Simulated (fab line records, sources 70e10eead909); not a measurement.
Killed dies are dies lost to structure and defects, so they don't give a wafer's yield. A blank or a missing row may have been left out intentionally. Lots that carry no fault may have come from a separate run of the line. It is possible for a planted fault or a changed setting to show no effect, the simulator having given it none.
fab line records	flow nandHarc
record: lots: 6	wafers: 18	lastDay: 24
route steps=1159 shown A_WL_FILL@817 END@1159
lots that met no fault: taken from a fault-free run of the same line
startH: start of the lot's first displayed wafer, in hours after the record's first day	waitH: hours since the lot's step before	" the same as in the row above	L1.1+2: one row covering several wafers at once	- no value present, or no start provided	* or withheld: withheld	< > ~ a bound
route shown NAME@n: NAME is a module with steps in the file, n the number in the route of the first one	usual: mean/standard deviation of fault-free wafers	same: alike in all rows	chamber/n: place in a boat	sites: each site's reading	_std_site: their standard deviation	_edge_site: outer sites' mean less inner sites'	radiusMm: how far each site lies from the wafer's centre	mask NAME#n: copy n	behind: the last tool/chamber to shape the wafer	hold: cause of the lot's hold/its duration in hours/its outcome	device: whichever transistor did not switch (one of n, p or np)	end of line: the same wafers' tests at the end of the route	step lacking rows: just its recipe	killed: count of dies lost to structure and defects at first sort (not the wafer's yield)	map: per-die view of a wafer (x killed, . not killed, _ where there is no die)
set.NAME: the setting the step ran with; set.NAME@STEP: the setting that earlier step ran with	model.NAME: the simulator's own value behind a step, which no gauge read
lots seen at some steps along the route; tables by step, rows by wafer
services: when a tool's chamber went out of use (startH, in hours from the record's first day, below 0 if earlier), for how many hours, and the reason
== steps ==
step: NHARC_A_WL_FILL_STRIP_28
recipe: timeS: 1200	tempC: 72.5	chemistry: postEtchResidueRemover
step: NHARC_A_WL_FILL_PRECLEAN_06
recipe: timeS: 300	chemistry: DIW
step: NHARC_A_WL_FILL_SRD_07
step: NHARC_A_WL_FILL_ANNEAL_08
recipe: tempC: 450	timeS: 1800
step: NHARC_A_WL_FILL_ALD_10
recipe: targetThkA: 500	pulseTimeS: 10	aldCycles: 500	tempC: 300	material: SiO2
usual: heaterPowerW: 471/56	precursorPulseHeightRel: 1.000/0.019
same: aldCycles: 500
lot.wafer	tool	chamber	startH	waitH	heaterPowerW	precursorPulseHeightRel
L119.2	aldHk-02	1	365.50	0.1	399	1.008
L119.4	"	2	"	"	455	0.999
L119.6	"	2	368.10	2.7	464	0.998
L120.1	aldHk-02	1	372.08	3.3	396	1.010
L120.6	"	2	"	"	446	1.007
L120.5	"	3	"	"	501	1.001
L122.3	aldHk-02	1	403.96	0.1	392	0.983
L122.4	"	2	404.96	1.1	457	0.988
L122.2	"	0	406.97	3.1	539	0.975
L124.2	aldHk-02	1	427.71	1.6	400	0.993
L124.6	"	2	"	"	459	0.977
L124.5	"	3	"	"	491	0.979
L130.2	aldHk-04	2	437.96	0.6	590	1.018
L130.6	"	1	439.50	2.1	508	0.994
L130.5	"	2	"	"	574	0.980
L135.2	aldHk-04	3	465.63	1.1	440	1.034
L135.5	"	1	466.66	2.1	500	1.032
L135.6	"	2	"	"	597	1.001
step: NHARC_A_WL_FILL_ETCHBACK_16
recipe: targetDepthA: 880	timeS: 17.6	c4f8FlowSccm: withheld	o2FlowSccm: 8	arFlowSccm: withheld	rfW: 600	biasW: 800	chemistry: C4F8/O2/Ar
usual: oesProductAu: 0.989/0.029	rfVppV: 724/4.2
lot.wafer	tool	chamber	startH	waitH	oesProductAu	rfHoursCounterH	rfVppV
L119.2	rieDiel-06	0	-	-	0.986	7.4	727
L119.4	"	3	"	"	1.036	-	723
L119.6	"	0	"	"	0.976	-	726
L120.1	rieDiel-10	0	-	-	1.006	0.2	722
L120.5	"	0	"	"	0.997	-	723
L120.6	"	1	"	"	1.004	-	718
L122.4	rieDiel-06	1	-	-	0.993	10.5	720
L122.2	"	3	"	"	1.030	10.3	722
L122.3	"	0	"	"	1.003	10.2	725
L124.2	rieDiel-12	1	-	-	1.003	1.3	720
L124.6	"	3	"	"	1.002	-	728
L124.5	"	0	"	"	1.007	-	730
L130.2	rieDiel-12	1	-	-	0.962	1.5	720
L130.5	"	0	"	"	0.964	-	729
L130.6	"	1	"	"	0.966	-	719
L135.2	rieDiel-12	1	-	-	0.915	2.0	718
L135.6	"	2	"	"	0.907	-	722
L135.5	"	3	"	"	0.927	-	729
step: NHARC_A_WL_FILL_STRIP_29
recipe: timeS: 20	o2FlowSccm: 500	arFlowSccm: 0	biasW: 0	chemistry: O2
usual: drypumpMotorCurrentA: 5.6/0.33	mfcArSccm: 0.011/0.016	o2FlowSccm: 500.0/1.5	oesProductAu: 1.001/0.012	rfVppV: 57.7/0.86	showerheadPlenumPTorr: 3.55/0.14	throttleValvePct: 17.037/0.0083
lot.wafer	tool	chamber	startH	waitH	drypumpMotorCurrentA	mfcArSccm	o2FlowSccm	oesProductAu	rfHoursCounterH	rfVppV	showerheadPlenumPTorr	throttleValvePct
L119.2	rieDiel-06	0	370.30	0.1	5.5	0.015	499.5	0.994	7.4	58.5	3.61	17.029
L119.6	"	2	"	"	5.2	0.017	503.4	1.003	-	58.6	3.69	17.030
L119.4	"	0	"	"	5.5	0.015	499.7	0.991	-	58.0	3.61	17.041
L120.1	rieDiel-10	0	375.29	0.1	5.9	0.041	500.1	0.981	0.2	58.3	3.55	17.047
L120.5	"	1	"	"	5.2	0	500.9	0.995	-	56.0	3.38	17.031
L120.6	"	2	"	"	5.6	0.002	498.8	0.989	-	57.3	3.31	17.040
L122.2	rieDiel-06	1	411.62	0.1	5.7	0.032	499.8	0.994	10.5	58.5	3.46	17.027
L122.4	"	2	"	"	5.2	0.017	499.6	1.013	10.9	58.0	3.69	17.038
L122.3	"	3	"	"	5.6	0	499.0	1.025	10.3	56.0	3.51	17.035
L124.2	rieDiel-12	3	430.92	0.1	5.4	0	499.1	1.007	1.4	58.6	3.72	17.040
L124.5	"	2	"	"	5.4	0	499.4	0.986	-	57.2	3.53	17.039
L124.6	"	3	"	"	5.4	0	502.0	1.009	-	58.2	3.72	17.033
L130.2	rieDiel-12	2	442.18	0.1	5.4	0	500.2	0.984	1.6	57.5	3.53	17.034
L130.6	"	3	"	"	5.4	0	497.8	1.012	-	57.9	3.72	17.051
L130.5	"	0	"	"	6.4	0	501.5	1.008	-	58.3	3.76	17.031
L135.2	rieDiel-12	1	469.35	0.1	6.1	0.041	501.9	1.008	2.0	57.4	3.41	17.015
L135.5	"	2	"	"	5.3	0	499.4	0.992	-	58.7	3.53	17.048
L135.6	"	3	"	"	5.4	0	500.5	1.005	-	58.2	3.71	17.043
step: NHARC_A_WL_FILL_ETCHBACK_17
recipe: targetDepthA: 40	timeS: 26.7	chemistry: Cl2/BCl3
usual: drypumpMotorCurrentA: 5.6/0.47	oesProductAu: 0.987/0.0081
lot.wafer	tool	chamber	startH	waitH	drypumpMotorCurrentA	oesProductAu	rfHoursCounterH
L119.2	rieMetal-02	0	370.40	-	6.3	0.989	5.0
L119.4	"	1	"	"	5.8	0.995	-
L119.6	"	0	"	"	6.3	0.992	-
L120.1	rieMetal-03	0	375.39	-	4.9	0.987	2.7
L120.5	"	1	"	"	5.6	0.979	-
L120.6	"	0	"	"	5.0	0.972	-
L122.2	rieMetal-02	0	411.73	-	6.3	0.996	0.4
L122.3	"	1	"	"	5.8	0.977	-
L122.4	"	0	"	"	6.3	0.987	-
L124.2	rieMetal-02	1	431.03	-	5.7	0.987	1.5
L124.6	"	0	"	"	6.3	0.987	-
L124.5	"	1	"	"	5.8	0.986	-
L130.2	rieMetal-03	0	442.26	-	5.0	0.976	6.2
L130.5	"	0	"	"	5.0	0.975	-
L130.6	"	1	"	"	5.6	0.997	-
L135.2	rieMetal-03	1	469.42	-	5.6	1.009	0.2
L135.6	"	1	"	"	5.6	1.006	-
L135.5	"	0	"	"	5.0	0.999	-
step: NHARC_A_WL_FILL_PRECLEAN_18
recipe: timeS: 30	chemistry: dHF
step: NHARC_A_WL_FILL_SRD_21
step: NHARC_A_WL_FILL_CVD_23
recipe: targetThkA: 400	tempC: 620	pressureMtorr: 200	timeS: 800	material: poly-Si
step: NHARC_A_WL_FILL_ETCHBACK_26
recipe: targetDepthA: 520	timeS: 13.3	hbrFlowSccm: 150	rfW: 350	icpW: 350	biasW: 60	chemistry: HBr
usual: drypumpMotorCurrentA: 5.68/0.26	oesProductAu: 1.000/0.015	throttleValvePct: 23.266/0.0095
lot.wafer	tool	chamber	startH	waitH	drypumpMotorCurrentA	oesProductAu	rfHoursCounterH	throttleValvePct
L119.4	rieSi-05	2	375.35	0.4	5.30	1.011	0.8	23.271
L119.2	"	3	"	"	5.72	1.007	0.8	23.260
L119.6	"	1	"	"	5.76	0.980	-	23.264
L120.1	rieSi-03	2	380.48	0.4	5.61	0.999	0.4	23.261
L120.5	"	2	"	"	5.59	0.991	-	23.266
L120.6	"	3	"	"	5.64	1.007	-	23.271
L122.2	rieSi-01	3	417.15	0.4	5.56	1.006	0.7	23.278
L122.3	"	1	"	"	5.50	0.985	0.8	23.276
L122.4	"	2	"	"	5.89	0.998	0.7	23.263
L124.2	rieSi-05	1	436.39	0.4	5.77	0.996	0.1	23.262
L124.5	"	0	"	"	5.32	0.991	-	23.273
L124.6	"	1	"	"	5.77	0.998	-	23.272
L130.2	rieSi-03	1	447.30	0.4	5.78	1.018	0.9	23.277
L130.5	"	0	"	"	6.30	0.922	-	23.257
L130.6	"	1	"	"	5.81	0.905	-	23.291
L135.2	rieSi-03	1	474.69	0.4	5.73	1.006	1.0	23.276
L135.6	"	3	"	"	5.61	0.893	-	23.267
L135.5	"	0	"	"	6.30	0.913	-	23.281
step: NHARC_A_WL_FILL_PRECLEAN_30
recipe: timeS: 10	chemistry: dHF
step: NHARC_END_SORT_01
recipe: tempC: 25
usual: killedAtArray: 29/11	killedAtOther: 0.5/0.89	killedAtPeriphery: 3.3/2	killedDies: 32/11	killedOpen: 3.1/1.9	killedShort: 2.3/1.6
same: grossDies: 677
lot.wafer	tool	chamber	startH	waitH	killedAtArray	killedAtOther	killedAtPeriphery	killedDies	killedOpen	killedShort
L119.2	prober-02	0	461.72	2.8	11	1	5	17	0	3
L119.4	prober-02	0	463.29	3.4	8	0	6	14	1	2
L119.6	prober-02	0	464.87	3.9	10	0	9	19	1	2
L120.1	prober-02	0	478.39	2.5	33	1	10	44	6	4
L120.5	prober-02	0	481.58	3.7	43	0	6	49	3	3
L120.6	prober-02	0	482.37	4.0	45	3	5	53	7	3
L122.2	prober-01	0	502.40	2.8	15	0	3	18	2	2
L122.3	prober-01	0	503.19	3.1	11	1	5	17	2	1
L122.4	prober-01	0	503.99	3.4	9	2	6	17	4	2
L124.2	prober-01	0	519.70	2.8	37	0	3	40	4	2
L124.5	prober-01	0	522.11	3.7	36	0	4	40	3	0
L124.6	prober-01	0	522.91	4.0	34	0	2	36	1	4
L130.2	prober-01	0	555.08	2.8	11	0	5	16	5	0
L130.5	prober-01	0	557.49	3.7	14	0	3	17	3	1
L130.6	prober-01	0	558.30	4.0	15	0	1	16	3	1
L135.2	prober-01	0	562.83	2.8	34	0	6	40	3	3
L135.5	prober-01	0	565.22	3.7	30	0	5	35	2	2
L135.6	prober-01	0	566.01	4.0	32	0	2	34	3	1
killed by level:class
L119.2 A_CHANNEL_HOLE_D1:chamberFilmFlake=5 P_ZERO_WELL:chamberFilmFlake=3 A_CHANNEL_FILL_D1:geometricParticle:short=2 P_BONDPAD:chamberFilmFlake=2 A_CONTACT:chamberFilmFlake=2 A_SGD_CUT:geometricParticle:short=1 A_STAIRCASE:chamberFilmFlake=1 THIN_TSV:chamberFilmFlake=1
L119.4 A_CHANNEL_HOLE_D1:chamberFilmFlake=4 P_ZERO_WELL:chamberFilmFlake=3 P_BONDPAD:chamberFilmFlake=2 A_SOURCE_PLATE:geometricParticle:short=1 A_WL_FILL:geometricParticle:short=1 A_WL_FILL:geometricParticle:open=1 P_STI:chamberFilmFlake=1 A_CONTACT:chamberFilmFlake=1
L119.6 P_STI:chamberFilmFlake=4 P_ZERO_WELL:chamberFilmFlake=3 A_ZERO_WELL:chamberFilmFlake=3 A_CONTACT:chamberFilmFlake=3 A_STAIRCASE:chamberFilmFlake=2 P_M0:geometricParticle:short=1 P_M0:geometricParticle:open=1 A_CONTACT:geometricParticle:short=1
L120.1 A_CHANNEL_HOLE_D1:chamberFilmFlake=14 A_STAIRCASE:chamberFilmFlake=6 A_SLIT:chamberFilmFlake=4 A_CONTACT:geometricParticle:open=3 P_M1:geometricParticle:open=2 P_GATE:chamberFilmFlake=2 A_CONTACT:chamberFilmFlake=2 P_STI:geometricParticle:short=1
L120.5 A_CHANNEL_HOLE_D1:chamberFilmFlake=18 A_SLIT:chamberFilmFlake=9 A_STAIRCASE:chamberFilmFlake=7 A_M0:geometricParticle:open=2 P_STI:chamberFilmFlake=2 A_CHANNEL_FILL_D1:chamberFilmFlake=2 P_M2:geometricParticle:short=1 A_SOURCE_PLATE:geometricParticle:short=1
L120.6 A_CHANNEL_HOLE_D1:chamberFilmFlake=19 A_SLIT:chamberFilmFlake=8 A_WL_FILL:chamberFilmFlake=4 A_STAIRCASE:chamberFilmFlake=3 A_CONTACT:chamberFilmFlake=3 THIN_TSV:chamberFilmFlake=3 A_WL_FILL:geometricParticle:open=2 A_M0:geometricParticle:short=2
L122.2 A_CONTACT:chamberFilmFlake=4 A_STAIRCASE:chamberFilmFlake=3 P_STI:chamberFilmFlake=2 A_CHANNEL_HOLE_D1:chamberFilmFlake=2 A_WL_FILL:chamberFilmFlake=2 A_ONON_D1:geometricParticle:short=1 A_CHANNEL_FILL_D1:geometricParticle:short=1 A_CONTACT:geometricParticle:open=1
L122.3 P_M2:chamberFilmFlake=3 A_CHANNEL_HOLE_D1:chamberFilmFlake=3 A_STAIRCASE:chamberFilmFlake=3 A_WL_FILL:chamberFilmFlake=2 P_GATE:geometricParticle:open=1 A_CONTACT:geometricParticle:open=1 A_M0:geometricParticle:short=1 P_STI:chamberFilmFlake=1
L122.4 P_M2:chamberFilmFlake=4 A_CONTACT:geometricParticle:open=2 A_CHANNEL_HOLE_D1:chamberFilmFlake=2 THIN_TSV:chamberFilmFlake=2 P_GATE:geometricParticle:open=1 A_ONON_D1:geometricParticle:open=1 A_SGD_CUT:geometricParticle:short=1 A_WL_FILL:geometricParticle:short=1
L124.2 A_SLIT:chamberFilmFlake=16 A_CHANNEL_HOLE_D1:chamberFilmFlake=9 A_CONTACT:chamberFilmFlake=4 A_CONTACT:geometricParticle:open=3 P_ZERO_WELL:chamberFilmFlake=2 A_STAIRCASE:chamberFilmFlake=2 A_ONON_D1:geometricParticle:open=1 A_CHANNEL_FILL_D1:geometricParticle:short=1
L124.5 A_SLIT:chamberFilmFlake=14 A_CHANNEL_HOLE_D1:chamberFilmFlake=11 A_CONTACT:chamberFilmFlake=5 A_STAIRCASE:chamberFilmFlake=2 P_M0:geometricParticle:open=1 A_CONTACT:geometricParticle:open=1 A_M0:geometricParticle:open=1 P_GATE:chamberFilmFlake=1
L124.6 A_SLIT:chamberFilmFlake=18 A_CHANNEL_HOLE_D1:chamberFilmFlake=6 A_STAIRCASE:chamberFilmFlake=4 A_WL_FILL:geometricParticle:short=2 A_CONTACT:chamberFilmFlake=2 P_M1:geometricParticle:short=1 A_ONON_D1:geometricParticle:short=1 A_WL_FILL:geometricParticle:open=1
L130.2 A_CHANNEL_HOLE_D1:chamberFilmFlake=5 P_ZERO_WELL:chamberFilmFlake=2 P_GATE:chamberFilmFlake=2 A_STAIRCASE:chamberFilmFlake=2 P_CONTACT:geometricParticle:open=1 A_ONON_D1:geometricParticle:open=1 A_CHANNEL_HOLE_D1:geometricParticle:open=1 A_CONTACT:geometricParticle:open=1
L130.5 A_CHANNEL_HOLE_D1:chamberFilmFlake=5 A_WL_FILL:geometricParticle:open=2 P_STI:chamberFilmFlake=2 A_M1:chamberFilmFlake=2 A_ONON_D1:geometricParticle:short=1 A_CHANNEL_FILL_D1:geometricParticle:open=1 P_GATE:chamberFilmFlake=1 A_CHANNEL_FILL_D1:chamberFilmFlake=1
L130.6 A_CHANNEL_HOLE_D1:chamberFilmFlake=7 A_STAIRCASE:chamberFilmFlake=2 A_SOURCE_PLATE:geometricParticle:open=1 A_WL_FILL:geometricParticle:short=1 A_CONTACT:geometricParticle:open=1 A_M1:geometricParticle:open=1 P_GATE:chamberFilmFlake=1 A_CONTACT:chamberFilmFlake=1
L135.2 A_SLIT:chamberFilmFlake=19 A_CHANNEL_HOLE_D1:chamberFilmFlake=9 P_ZERO_WELL:chamberFilmFlake=4 A_CONTACT:geometricParticle:open=2 P_GATE:geometricParticle:short=1 P_M0:geometricParticle:short=1 A_WL_FILL:geometricParticle:short=1 A_M1:geometricParticle:open=1
L135.5 A_SLIT:chamberFilmFlake=16 A_CHANNEL_HOLE_D1:chamberFilmFlake=5 A_STAIRCASE:chamberFilmFlake=5 P_ZERO_WELL:chamberFilmFlake=2 P_M0:geometricParticle:short=1 A_CHANNEL_FILL_D1:geometricParticle:short=1 A_WL_FILL:geometricParticle:open=1 A_CONTACT:geometricParticle:open=1
L135.6 A_SLIT:chamberFilmFlake=18 A_CHANNEL_HOLE_D1:chamberFilmFlake=7 A_STAIRCASE:chamberFilmFlake=2 P_STI:geometricParticle:short=1 A_ONON_D1:geometricParticle:open=1 A_CHANNEL_FILL_D1:geometricParticle:open=1 A_CONTACT:geometricParticle:open=1 P_ZERO_WELL:chamberFilmFlake=1
== services ==
tool	chamber	startH	hours	kind
rieDiel-10	-	353.61	9.0	pm
rieDiel-12	0	358.42	-	clean
rieDiel-12	1	358.42	-	clean
rieDiel-12	2	358.42	-	clean
rieDiel-12	3	358.42	-	clean
rieDiel-06	1	359.92	15.2	repair
rieDiel-12	-	379.42	9.0	pm
rieDiel-12	0	379.42	9.0	ventCycle
rieDiel-12	1	379.42	9.0	ventCycle
rieDiel-12	2	379.42	9.0	ventCycle
rieDiel-12	3	379.42	9.0	ventCycle
rieSi-03	3	381.73	6.6	repair
rieDiel-10	1	383.96	9.9	repair
rieMetal-02	-	388.00	9.0	pm
rieMetal-03	1	414.50	14.0	repair
rieSi-05	-	416.00	9.0	pm
rieDiel-06	-	418.20	9.0	pm
rieDiel-06	1	440.65	8.8	repair
rieMetal-03	-	453.00	9.0	pm
rieDiel-10	1	459.01	34.6	repair
aldHk-02	-	459.06	10.0	pm
rieDiel-06	1	461.88	3.2	repair
rieDiel-12	-	463.42	4.1	repair
rieDiel-06	2	463.57	15.6	repair
== key ==
firstSign: step: NHARC_A_WL_FILL_ETCHBACK_26	reading: oesProductAu	direction: down	sigmas: 6	usual: 1.000	struck: 0.908
effect none on later readings
metAt NHARC_A_WL_FILL_ETCHBACK_26
struckWafers L130.5,L130.6,L135.5,L135.6
testerLeftOut L130,L135
onsetBetween 380.48 447.30
fault: kind: processParameterDrift	tool: rieSi-03	chamber: -	onsetH: 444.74	steps: NHARC_A_WL_FILL_ETCHBACK_26	channel: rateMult	offset: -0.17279	shape: step	endH: 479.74	scope: struckWafersOnly
testerLeftOut: of these lots the tester's yield and bins aren't shown, on N5 and GAA mostly nor the transistor test; their killed dies are dies lost to structure and defects alone, not to doping, threshold or leakage, so they don't give the yield
